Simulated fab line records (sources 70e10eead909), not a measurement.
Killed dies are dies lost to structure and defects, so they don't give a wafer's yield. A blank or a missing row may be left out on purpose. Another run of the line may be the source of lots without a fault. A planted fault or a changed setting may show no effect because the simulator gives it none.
fab line records | flow nandHarc
record lots=7 wafers=21 lastDay=33
route steps=1302 shown P_CONTACT@217
lots that met no fault: from a run of the same line without faults
startH: hours from the record's first day to the start of the lot's first wafer shown | waitH: hours elapsed since this lot's preceding step | " repeats the value in the row above | L1.1+2: one row covering several wafers at once | - no value, or no start given | * or withheld: withheld | < > ~ a bound
route shown NAME@n: names a module that has steps shown in the file, with the first one's number in the route | usual: average and standard deviation across the fault-free wafers | same: alike in all rows | chamber/n: place in a boat | sites: the reading at each site | _std_site: standard deviation across them | _edge_site: outer sites' mean less inner sites' | radiusMm: for every site, how far away it sits from the centre of the wafer | mask NAME#n: copy n | behind: the most recent tool/chamber to have shaped the wafer | hold: reason for holding the lot/hours on hold/outcome of the hold | device: the transistor (n, p or np) that didn't switch | end of line: the tests these same wafers got at the end of their route | a step without rows: its recipe alone | killed: dies that structure and defects cost at the first sort, which is not the same as the wafer's yield | map: a wafer's dies, x killed, . not, _ none there
set.NAME: the setting that was run; set.NAME@STEP: the one run at that earlier step | model.NAME: the simulator's own value behind a step, which no gauge read
lots seen at some steps along the route; tables by step, rows by wafer
services: from which hour (startH, from the record's first day; less than 0 if before it) a tool's chamber was out of use, for how many hours, and why
## steps
# step NHARC_P_CONTACT_DEP_30
# recipe targetThkA=300 tempC=400 targetThkNm=30 flowSccm=200 rfW=450 material=SiNx
# usual heaterPowerW=766/110
# columns lot.wafer tool chamber startH waitH heaterPowerW
L711.1 pecvd-02 1 124.18 0.1 517
L711.4 " 1 " " 528
L711.6 " 0 " " 668
L716.1 pecvd-04 2 186.54 0.1 996
L716.6 " 1 " " 869
L716.4 " 2 " " 989
L722.1 pecvd-03 1 233.56 0.1 628
L722.2 " 0 " " 801
L722.4 " 1 " " 659
L724.3 pecvd-04 0 258.98 0.1 683
L724.2 " 2 " " 882
L724.4 " 0 " " 661
L723.1 pecvd-03 0 259.80 0.1 659
L723.5 " 0 " " 666
L723.6 " 2 " " 815
L730.3 pecvd-03 0 317.44 0.1 745
L730.4 " 1 " " 757
L730.5 " 2 " " 762
L732.1 pecvd-03 0 342.07 0.1 675
L732.2 " 2 " " 808
L732.6 " 0 " " 661
# step NHARC_P_CONTACT_DEP_00
# recipe targetThkA=5000 tempC=400 pressureTorr=6.5 rfW=900 teosFlowSccm=161.4 flowSccm=2650 targetThkNm=500 gas=O2 material=SiO2
# usual heaterPowerW=614/110 throttleValvePct=15.9/0.53
# columns lot.wafer tool chamber startH waitH heaterPowerW throttleValvePct
L711.1 pecvd-02 1 - - 395 15.6
L711.4 " 1 " " 423 15.4
L711.6 " 0 " " 566 16.5
L716.1 pecvd-04 2 - - 865 15.8
L716.6 " 1 " " 703 15.9
L716.4 " 2 " " 674 16.2
L722.1 pecvd-03 1 - - 637 16.5
L722.2 " 0 " " 565 16.0
L722.4 " 1 " " 476 16.5
L724.3 pecvd-04 0 - - 589 16.2
L724.2 " 2 " " 793 16.0
L724.4 " 0 " " 610 15.8
L723.1 pecvd-03 0 - - 633 15.8
L723.5 " 0 " " 637 15.9
L723.6 " 2 " " 562 14.9
L730.3 pecvd-03 0 - - 602 15.9
L730.4 " 1 " " 560 16.7
L730.5 " 2 " " 642 15.1
L732.1 pecvd-03 0 - - 635 16.2
L732.2 " 2 " " 593 14.7
L732.6 " 0 " " 498 16.2
# step NHARC_P_CONTACT_CMP_01
# recipe targetThkNm=200 material=SiO2
# usual edgeZonePressureFrac=1.000/0.005 motorCurrentA=12.2/0.94 slurryFlowMlMin=150.0/0.47
# columns lot.wafer tool chamber startH waitH edgeZonePressureFrac motorCurrentA slurryFlowMlMin
L711.4 cmp-03 1 124.92 - 1.000 14.2 149.1
L711.1 " 2 " " 1.002 12.1 150.6
L711.6 " 0 " " 1.004 14.0 149.9
L716.4 cmp-02 2 187.17 - 0.995 12.2 149.9
L716.1 " 0 " " 0.994 12.9 150.0
L716.6 " 3 " " 0.990 12.4 150.5
L722.2 cmp-03 0 234.27 - 0.994 13.6 150.7
L722.4 " 2 " " 1.002 12.2 149.6
L722.1 " 3 " " 1.001 11.7 149.3
L724.2 cmp-03 2 259.72 - 1.005 11.3 150.8
L724.3 " 3 " " 1.001 11.7 150.5
L724.4 " 1 " " 1.001 13.6 149.9
L723.1 cmp-02 0 260.53 - 0.999 13.6 150.1
L723.5 " 3 " " 1.004 11.6 149.9
L723.6 " 0 " " 1.000 13.0 150.8
L730.4 cmp-02 3 318.15 - 1.002 12.6 150.0
L730.3 " 2 " " 1.001 11.3 149.3
L730.5 " 0 " " 1.012 13.0 149.0
L732.1 cmp-03 0 342.84 - 0.999 13.5 150.0
L732.2 " 1 " " 1.003 14.2 149.3
L732.6 " 3 " " 1.002 11.6 149.1
# step NHARC_P_CONTACT_SRD_03
# step NHARC_P_CONTACT_DEHYDRATE_04
# recipe tempC=150 timeS=120
# step NHARC_P_CONTACT_HMDS_05
# recipe timeS=30
# step NHARC_P_CONTACT_COAT_33
# recipe tempC=260 timeS=75
# step NHARC_P_CONTACT_COAT_34
# recipe tempC=225 timeS=65
# step NHARC_P_CONTACT_COAT_06
# recipe spinRpm=1500 resistThkNm=90
# step NHARC_P_CONTACT_SOFTBAKE_07
# recipe tempC=105 timeS=55
# step NHARC_P_CONTACT_EBR_08
# step NHARC_P_CONTACT_EXPOSE_09
# recipe na=1.35 targetCdNm=90 doseMj=81.26 maskId=P_CA
# usual exposureDoseMJCm2=81.26/0.082 focusOffsetNm=0.1/0.48
# columns lot.wafer tool chamber startH waitH mask exposureDoseMJCm2 focusOffsetNm
L711.1 arfiScanner-02 0 125.46 - P_CA#0 81.20 0.6
L711.4 " 0 " " P_CA#0 81.27 0.0
L711.6 " 0 " " P_CA#0 81.30 0.5
L716.1 arfiScanner-01 0 187.87 - P_CA#0 81.27 0.2
L716.4 " 0 " " P_CA#0 81.25 -0.1
L716.6 " 0 " " P_CA#0 81.49 0.4
L722.1 arfiScanner-01 - 234.96 - P_CA#0 - -
L722.2 " - " " P_CA#0 - -
L722.4 " - " " P_CA#0 - -
L724.2 arfiScanner-03 - 260.42 - P_CA#0 - -
L724.3 " - " " P_CA#0 - -
L724.4 " - " " P_CA#0 - -
L723.1 arfiScanner-01 - 261.19 - P_CA#0 - -
L723.5 " - " " P_CA#0 - -
L723.6 " - " " P_CA#0 - -
L730.3 arfiScanner-02 0 318.85 - P_CA#0 81.24 0.2
L730.4 " 0 " " P_CA#0 81.28 -0.4
L730.5 " 0 " " P_CA#0 81.38 0.2
L732.1 arfiScanner-03 0 343.48 - P_CA#0 81.19 1.0
L732.2 " 0 " " P_CA#0 81.27 0.5
L732.6 " 0 " " P_CA#0 81.23 0.5
# step NHARC_P_CONTACT_PEB_10
# recipe pebTempC=100 pebTimeS=65
## services
# columns tool chamber startH hours kind
cmp-03 - 110.76 2.1 repair
pecvd-02 - 113.83 1.2 repair
arfiScanner-03 - 132.26 1.3 repair
cmp-02 - 135.16 4.0 pm
arfiScanner-02 - 140.00 4.0 pm
pecvd-03 1 144.68 3.9 repair
cmp-03 - 162.47 4.0 pm
pecvd-04 - 166.00 0.3 repair
cmp-02 - 168.31 3.9 repair
pecvd-03 - 185.00 13.0 pm
arfiScanner-03 - 196.01 4.0 pm
pecvd-02 - 227.26 13.0 pm
cmp-02 - 233.16 4.0 pm
cmp-02 - 245.36 4.0 repair
arfiScanner-01 - 252.00 4.0 pm
cmp-03 - 256.30 0.3 repair
cmp-03 - 260.47 4.0 pm
pecvd-04 - 262.38 0.4 repair
pecvd-04 - 269.29 13.0 pm
arfiScanner-03 - 272.42 1.9 repair
arfiScanner-02 - 282.24 2.6 repair
arfiScanner-02 - 312.00 4.0 pm
cmp-02 - 331.16 4.0 pm
pecvd-04 0 340.78 10.6 repair
## key
firstSign step=NHARC_P_CONTACT_EXPOSE_09 reading=toolRecord direction=missing
effect none on later readings
metAt NHARC_P_CONTACT_EXPOSE_09
struckWafers L722.1,L722.2,L722.4,L723.1,L723.5,L723.6,L724.2,L724.3,L724.4
laterRowsLeftOut L722.1,L722.2,L722.4,L723.1,L723.5,L723.6,L724.2,L724.3,L724.4
sortLeftOut L722.1,L722.2,L722.4,L723.1,L723.5,L723.6,L724.2,L724.3,L724.4
testerLeftOut L722,L723,L724
onsetBetween 187.87 234.96
fault kind=skippedStepWhole tool=arfiScanner-01,arfiScanner-03 chamber=- onsetH=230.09 steps=NHARC_P_CONTACT_EXPOSE_09 scope=struckLotsOnly
# testerLeftOut: of these lots the tester's yield and bins aren't shown, on N5 and GAA mostly nor the transistor test; their killed dies are dies lost to structure and defects alone, not to doping, threshold or leakage, so they don't give the yield
# sortLeftOut: the simulated sort isn't trusted on such a fault, so these wafers' sort isn't shown, and their yield isn't known
# laterRowsLeftOut: the simulator's readings of these wafers behind a module that went badly wrong aren't trusted and aren't shown, but for the sort
